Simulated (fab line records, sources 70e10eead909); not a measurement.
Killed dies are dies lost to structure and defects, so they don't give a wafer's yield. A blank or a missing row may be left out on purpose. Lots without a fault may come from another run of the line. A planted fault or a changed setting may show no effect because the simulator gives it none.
fab line records | flow nand_harc
record lots=5 wafers=15 last_day=33
route steps=1302 shown P_GATE@196 P_CONTACT@217 END@1302
lots that met no fault: from a run of the same line without faults
start_h: hours from the record's first day to the start of the lot's first wafer shown | wait_h: hours since the lot's step before | " the same as in the row above | L1.1+2: a row that stands for several wafers | - no value, or no start given | * or withheld: withheld | < > ~ a bound
route shown NAME@n: a module of which the file shows steps, and the number in the route of the first | usual: mean/standard deviation of fault-free wafers | same: alike in all rows | chamber/n: place in a boat | sites: the reading at each site | _std_site: their standard deviation | _edge_site: outer sites' mean less inner sites' | radius_mm: how far each site lies from the wafer's centre | mask NAME#n: copy n | behind: the tool/chamber that last shaped the wafer | hold: why the lot was held/for how many hours/how that ended | device: the transistor (n, p or np) that didn't switch | end of line: the same wafers' tests at the end of the route | a step without rows: its recipe alone | killed: dies lost to structure and defects at the first sort, not the wafer's yield | map: a wafer's dies, x killed, . not, _ none there
set.NAME: the setting as run; set.NAME@STEP: as run at that earlier step | model.NAME: the simulator's own value behind a step, which no gauge read
lots at some steps of the route; a table a step, a row a wafer
services: from which hour (start_h, from the record's first day; less than 0 if before it) a tool's chamber was out of use, for how many hours, and why
## steps
# step NHARC_P_GATE_EBR_87
# step NHARC_P_GATE_EXPOSE_88
# recipe na=0.6 target_cd_nm=2000 dose_mj=11.87 mask_id=P_HVN
# step NHARC_P_GATE_PEB_89
# recipe peb_temp_c=118 peb_time_s=85
# step NHARC_P_GATE_DEVELOP_90
# recipe time_s=70
# step NHARC_P_GATE_CD_MEAS_91
# recipe target_cd_nm=2000 landing_energy_ev=500
# usual cd_nm=2000.6/1.5
# columns lot.wafer tool chamber start_h wait_h cd_nm
L117.1 cd_sem-01 0 140.58 - 2000.7
L117.2 " 0 " " 2002.6
L117.3 " 0 " " 1999.9
L119.1 cd_sem-03 0 159.45 - 1999.9
L119.2 " 0 " " 2000.0
L119.4 " 0 " " 1999.1
L122.1 cd_sem-03 0 192.93 - 2000.7
L122.3 " 0 " " 1999.9
L122.4 " 0 " " 2000.7
L135.1 cd_sem-02 0 325.72 - 2000.4
L135.3 " 0 " " 1997.6
L135.6 " 0 " " 1998.9
L137.1 cd_sem-03 0 338.85 - 2000.7
L137.3 " 0 " " 2001.7
L137.5 " 0 " " 1999.8
# step NHARC_P_GATE_HARDBAKE_92
# recipe temp_c=125 time_s=80
# step NHARC_P_GATE_DESCUM_93
# recipe time_s=3 o2_flow_sccm=200 ar_flow_sccm=0 bias_power_w=0 chemistry=O2
# usual drypump_motor_current_A=5.6/0.43 oes_product_au=1.000/0.01 rf_vpp_V=57.9/0.96 showerhead_plenum_p_Torr=1.92/0.095 throttle_valve_pct=11.311/0.0087
# columns lot.wafer tool chamber start_h wait_h drypump_motor_current_A oes_product_au rf_hours_counter_h rf_vpp_V showerhead_plenum_p_Torr throttle_valve_pct
L117.3 rie_diel-10 0 140.74 - 5.9 0.998 2.4 57.8 1.79 11.323
L117.1 " 1 " " 5.8 0.999 3.5 57.9 1.96 11.313
L117.2 " 3 " " 5.7 1.006 2.6 57.6 1.80 11.301
L119.4 rie_diel-10 1 159.61 - 5.8 1.011 5.2 57.3 1.96 11.318
L119.2 " 3 " " 5.7 1.005 4.6 58.5 1.80 11.315
L119.1 " 0 " " 5.8 0.985 4.3 55.1 1.79 11.308
L122.3 rie_diel-07 2 193.09 - 5.5 1.003 3.5 59.5 2.05 11.321
L122.1 " 3 " " 6.2 1.008 3.5 56.8 1.83 11.301
L122.4 " 1 " " 5.9 1.007 3.7 60.2 2.06 11.315
L135.1 rie_diel-10 2 325.89 - 4.8 0.982 4.3 58.1 2.03 11.307
L135.3 " 0 " " 5.9 0.998 4.5 59.2 1.78 11.313
L135.6 " 0 " " 5.9 1.003 - 56.9 1.78 11.307
L137.3 rie_diel-02 2 339.04 - 5.4 0.997 5.1 57.4 1.93 11.312
L137.1 " 3 " " 6.0 0.996 5.5 58.0 1.95 11.309
L137.5 " 0 " " 5.8 0.984 - 58.4 1.90 11.305
# step NHARC_P_GATE_IMPLANT_94
# recipe energy_kev=60 dose_cm2=2e+15 tilt_deg=7
# step NHARC_P_GATE_STRIP_113
# recipe power_w=1500 temp_c=110 time_s=740 chemistry=N2/H2
# usual drypump_motor_current_A=5.6/0.33 heater_power_w=95/11
# columns lot.wafer tool chamber start_h wait_h drypump_motor_current_A heater_power_w rf_hours_counter_h
L117.2 plasma_asher-02 0 141.11 0.2 5.3 111 10
L117.1 " 1 " " 6.1 92 10
L117.3 " 0 " " 5.4 110 -
L119.2 plasma_asher-01 1 159.98 0.2 5.7 86 34
L119.1 " 0 " " 5.4 88 34
L119.4 " 0 " " 5.4 90 -
L122.1 plasma_asher-02 1 193.46 0.2 6.1 92 23
L122.3 " 1 " " 6.2 93 -
L122.4 " 0 " " 5.3 113 -
L135.1 plasma_asher-02 0 326.28 0.2 5.3 112 11
L135.3 " 1 " " 6.1 95 -
L135.6 " 1 " " 6.1 93 -
L137.1 plasma_asher-02 1 339.59 0.4 6.1 95 15
L137.3 " 0 " " 5.3 112 -
L137.5 " 0 " " 5.3 112 -
# step NHARC_P_GATE_STRIP_95
# recipe power_w=1500 temp_c=250 chemistry=O2
# step NHARC_P_GATE_STRIP_96
# recipe time_s=900 temp_c=130 chemistry=SPM
# step NHARC_P_GATE_RTA_64
# recipe temp_c=1050 time_s=1
# usual lamp_power_pct=37/3.2 lamp_zone_1_pct=37/3.2 wafer_temp_C_max=1055.0/0.88
# columns lot.wafer tool chamber start_h wait_h lamp_power_pct lamp_zone_1_pct wafer_temp_C_max
L117.1 rtp_anneal-01 0 142.40 - 39 39 1056.0
L117.2 " 0 " " 39 39 1055.3
L117.3 " 0 " " 39 39 1053.8
L119.1 rtp_anneal-02 0 161.31 - 32 32 1055.2
L119.2 " 0 " " 32 32 1053.6
L119.4 " 0 " " 32 32 1056.5
L122.1 rtp_anneal-02 0 194.75 - 32 32 1056.1
L122.3 " 0 " " 32 32 1053.7
L122.4 " 0 " " 32 32 1055.8
L135.1 rtp_anneal-01 0 327.56 - 39 39 1056.7
L135.3 " 0 " " 39 39 1056.5
L135.6 " 0 " " 39 39 1055.0
L137.1 rtp_anneal-01 0 340.86 - 39 39 1054.3
L137.3 " 0 " " 39 39 1054.0
L137.5 " 0 " " 39 39 1055.7
# step NHARC_P_GATE_ETCH_77
# recipe target_depth_a=60 chemistry=dHF material=SiO2
# columns lot.wafer tool chamber start_h wait_h
L117.3+1+2 wet_bench-06 1,2,5 142.60 0.1
L119.1+4+2 wet_bench-06 4,6,7 161.52 0.2
L122.4+1+3 wet_bench-04 1,2,5 194.95 0.1
L135.6+3+1 wet_bench-04 7,0,2 327.77 0.0
L137.1+5+3 wet_bench-03 6,0,2 341.06 0.2
# step NHARC_P_GATE_DEGAS_109
# recipe temp_c=300 time_s=60
# usual heater_power_w=481/36
# columns lot.wafer tool chamber start_h wait_h heater_power_w
L117.3 pvd_sputter-03 - 142.70 0.1 465
L117.1 " - " " 493
L117.2 " - " " 496
L119.2 pvd_sputter-02 - 161.62 0.1 543
L119.1 " - " " 434
L119.4 " - " " 501
L122.1 pvd_sputter-02 - 195.06 0.1 504
L122.3 " - " " 416
L122.4 " - " " 541
L135.3 pvd_sputter-01 - 327.87 0.1 469
L135.1 " - " " 480
L135.6 " - " " 486
L137.3 pvd_sputter-01 - 341.18 0.1 480
L137.1 " - " " 512
L137.5 " - " " 485
# step NHARC_P_GATE_PRE_CLEAN_110
# recipe time_s=30 bias_v=200 gas=Ar
# step NHARC_P_GATE_SPUTTER_78
# recipe target_thk_a=100 material=Ni
# step NHARC_P_GATE_SPUTTER_79
# recipe target_thk_a=100 material=TiN
# step NHARC_P_GATE_RTA_80
# recipe temp_c=300 time_s=30
# usual lamp_power_pct=2.10/0.21 lamp_zone_1_pct=2.10/0.21 wafer_temp_C_max=301.47/0.29
# columns lot.wafer tool chamber start_h wait_h lamp_power_pct lamp_zone_1_pct wafer_temp_C_max
L117.1 rtp_anneal-01 0 143.00 - 2.31 2.31 301.23
L117.2 " 0 " " 2.31 2.31 301.34
L117.3 " 0 " " 2.32 2.31 301.00
L119.1 rtp_anneal-01 0 161.92 - 2.31 2.31 300.87
L119.2 " 0 " " 2.31 2.31 300.98
L119.4 " 0 " " 2.31 2.31 301.28
L122.1 rtp_anneal-02 0 195.35 - 1.89 1.89 301.22
L122.3 " 0 " " 1.89 1.89 301.64
L122.4 " 0 " " 1.90 1.89 301.53
L135.1 rtp_anneal-02 0 328.16 - 1.90 1.89 301.83
L135.3 " 0 " " 1.89 1.89 301.52
L135.6 " 0 " " 1.90 1.90 301.70
L137.1 rtp_anneal-02 0 341.46 - 1.90 1.90 301.38
L137.3 " 0 " " 1.90 1.89 301.16
L137.5 " 0 " " 1.89 1.89 301.91
# step NHARC_P_GATE_STRIP_67
# recipe time_s=600 temp_c=130 chemistry=SPM
# step NHARC_P_GATE_RTA_82
# recipe temp_c=450 time_s=30
# step NHARC_P_GATE_INSPECT_68
# usual raw_defect_count=218/78
# columns lot.wafer tool chamber start_h wait_h raw_defect_count
L117.1 defect_inspect-01 - 143.66 0.2 218
L117.2 " - " " 154
L117.3 " - " " 223
L119.1 defect_inspect-02 - 162.58 0.2 167
L119.2 " - " " 197
L119.4 " - " " 484
L122.1 defect_inspect-01 - 196.01 0.2 193
L122.3 " - " " 165
L122.4 " - " " 203
L135.1 defect_inspect-01 - 328.82 0.2 307
L135.3 " - " " 347
L135.6 " - " " 632
L137.1 defect_inspect-01 - 342.12 0.2 295
L137.3 " - " " 354
L137.5 " - " " 337
# step NHARC_P_CONTACT_DEP_30
# recipe target_thk_a=300 temp_c=400 target_thk_nm=30 flow_sccm=200 rf_w=450 material=SiNx
# step NHARC_END_SORT_01
# recipe temp_c=25
# usual killed_at_array=63/17 killed_at_other=0.8/1.1 killed_at_periphery=3.5/3 killed_dies=67/17 killed_open=3.1/1.6 killed_short=2.6/1.4
# same gross_dies=677
# columns lot.wafer tool chamber start_h wait_h killed_at_array killed_at_other killed_at_periphery killed_dies killed_open killed_short
L117.1 prober-01 0 580.57 2.5 81 0 1 82 3 2
L117.2 prober-01 0 581.36 2.8 84 0 3 87 3 3
L117.3 prober-01 0 582.16 3.1 85 0 2 87 3 4
L122.1 prober-02 0 650.40 2.5 88 4 8 100 2 3
L122.3 prober-02 0 652.02 3.1 80 1 4 85 6 3
L122.4 prober-02 0 652.82 3.4 77 0 5 82 2 4
L135.6 prober-01 0 782.87 4.0 47 0 80 127 1 2
# killed by level:class
L117.1 A_CHANNEL_HOLE_D2:chamber_film_flake=28 A_SLIT:chamber_film_flake=25 A_STAIRCASE:chamber_film_flake=10 A_CONTACT:unspecified=6 A_CONTACT:chamber_film_flake=4 A_M1:chamber_film_flake=2 P_CONTACT:geometric_particle:open=1 A_ONON_D1:geometric_particle:open=1
L117.2 A_CHANNEL_HOLE_D2:chamber_film_flake=33 A_SLIT:chamber_film_flake=30 A_CONTACT:unspecified=4 A_STAIRCASE:chamber_film_flake=3 A_CONTACT:chamber_film_flake=3 A_M1:chamber_film_flake=3 P_M2:chamber_film_flake=2 P_CONTACT:geometric_particle:open=1
L117.3 A_CHANNEL_HOLE_D2:chamber_film_flake=36 A_SLIT:chamber_film_flake=26 A_STAIRCASE:chamber_film_flake=9 A_CONTACT:chamber_film_flake=4 A_CHANNEL_HOLE_D1:chamber_film_flake=2 P_STI:geometric_particle:short=1 P_GATE:geometric_particle:open=1 A_CHANNEL_HOLE_D1:geometric_particle:short=1
L122.1 A_CHANNEL_HOLE_D1:chamber_film_flake=38 A_SLIT:chamber_film_flake=29 A_CHANNEL_HOLE_D2:chamber_film_flake=10 P_M0:chamber_film_flake=8 A_CONTACT:chamber_film_flake=3 A_ONON_D1:geometric_particle:open=2 STARTING-WAFER:geometric_particle:short=2 A_DECK1_JOINT:chamber_film_flake=2
L122.3 A_CHANNEL_HOLE_D1:chamber_film_flake=30 A_SLIT:chamber_film_flake=26 A_CHANNEL_HOLE_D2:chamber_film_flake=11 P_M0:chamber_film_flake=3 A_CONTACT:chamber_film_flake=3 A_CHANNEL_FILL_D1:geometric_particle:open=2 A_WL_FILL:geometric_particle:short=2 A_ONON_D1:geometric_particle:open=1
L122.4 A_SLIT:chamber_film_flake=29 A_CHANNEL_HOLE_D1:chamber_film_flake=27 A_CHANNEL_HOLE_D2:chamber_film_flake=6 A_CHANNEL_FILL_D2:chamber_film_flake=4 P_M0:chamber_film_flake=3 A_CHANNEL_FILL_D2:geometric_particle:short=2 A_WL_FILL:chamber_film_flake=2 A_STAIRCASE:chamber_film_flake=2
L135.6 P_GATE:unspecified=79 A_SLIT:chamber_film_flake=28 A_CHANNEL_HOLE_D1:chamber_film_flake=12 A_CHANNEL_FILL_D2:geometric_particle:short=2 A_DECK1_JOINT:chamber_film_flake=2 A_CONTACT:geometric_particle:open=1 P_M2:chamber_film_flake=1 A_WL_FILL:chamber_film_flake=1
# map L135.6 (x killed, . not)
____________.____________
_________......._________
_______..........._______
______..x..........______
_____......x........_____
____.................____
____.................____
___...........x.......___
___...................___
__................x....__
__................x....__
_...................x..._
_.................xxx..._
_.................xxxx.x_
_...x.............xxxxx._
_.....x........x..xxxx.x_
....x...........x.xxx.xx.
................xx.xxx...
..................xx.....
.................xxxx....
.........................
_..............x..x....._
_.............xxx......._
_..........xx.xx.x.....x_
_..........xxxxxxxx....._
_.........x.xxxxxxx....._
__........x.xxxxxxx....__
__.........xxxxxxxx....__
___........xxxxxxxx...___
___........xxxxxxxx...___
____......xxxxxxxxx..____
____........xxxxxxx..____
_____.......xxx.x..._____
______......x....x.______
_______......x...._______
_________......._________
____________.____________
# map L122.1 (x killed, . not)
____________.____________
_________......._________
_______..........._______
______.............______
_____..............._____
____.................____
____.................____
___...................___
___.................x.___
__x.................x..__
__.................xx..__
_....................xx._
_.x.....x..........xx..._
_.................xxx..._
_.................xxxx.._
_...............xxxxx..._
.............x...xxxxx...
.........x......x.xx.xx..
...............x.xxx.x..x
.............xxxxxx.xxx..
.............xxx...xx..x.
_..........x...xxx......_
_..........x.xxx.xx....._
_............xxxx.x....._
_.............xx.x......_
_...........xxxxx.x....._
__.............x.xx....__
__..x.........xx.x.....__
___...x....x..........___
___..xx...............___
____..........x......____
____x...........x...x____
_____.......x..xx..._____
______......x.....x______
_______..........._______
_________......._________
____________.____________
## services
# columns tool chamber start_h hours kind
rie_diel-07 - 117.20 9.0 pm
rie_diel-02 1 133.49 11.4 repair
plasma_asher-01 - 165.00 9.0 pm
pvd_sputter-03 - 170.02 10.0 pm
rie_diel-07 3 175.88 7.3 repair
rie_diel-07 1 177.03 2.2 repair
wet_bench-06 - 193.63 8.0 pm
pvd_sputter-02 - 194.21 0.7 repair
wet_bench-03 - 210.40 8.0 pm
rie_diel-02 - 216.70 9.0 pm
pvd_sputter-01 - 226.09 10.0 pm
wet_bench-04 - 227.20 8.0 pm
pvd_sputter-02 - 234.80 0.6 repair
rie_diel-10 - 242.50 9.0 pm
plasma_asher-02 - 249.00 9.0 pm
pvd_sputter-03 - 253.00 3.6 repair
plasma_asher-02 - 264.36 11.6 repair
pvd_sputter-02 - 282.06 10.0 pm
rie_diel-02 0 290.28 11.8 repair
rie_diel-07 - 294.20 9.0 pm
rie_diel-10 1 321.12 6.6 repair
plasma_asher-01 - 322.51 0.5 repair
rie_diel-07 3 334.62 1.2 repair
plasma_asher-01 - 338.23 1.5 repair
## key
first_sign step=NHARC_P_GATE_INSPECT_68 reading=raw_defect_count direction=up sigmas=5.3 usual=218 struck=632
effect step=NHARC_END_SORT_01 reading=killed_at_periphery direction=up sigmas=26 usual=3.5 struck=80
more_kills_born_at NHARC_P_GATE_ETCH_77@wet_bench-04=79
met_at NHARC_P_GATE_ETCH_77
struck_wafers L135.6
tester_left_out L135
fault kind=chamber_particle_source tool=wet_bench-04 chamber=7 onset_h=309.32 steps=NHARC_P_GATE_ETCH_77 rate_per_visit_cm2=0.56881 end_h=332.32
# tester_left_out: of these lots the tester's yield and bins aren't shown, on N5 and GAA mostly nor the transistor test; their killed dies are dies lost to structure and defects alone, not to doping, threshold or leakage, so they don't give the yield
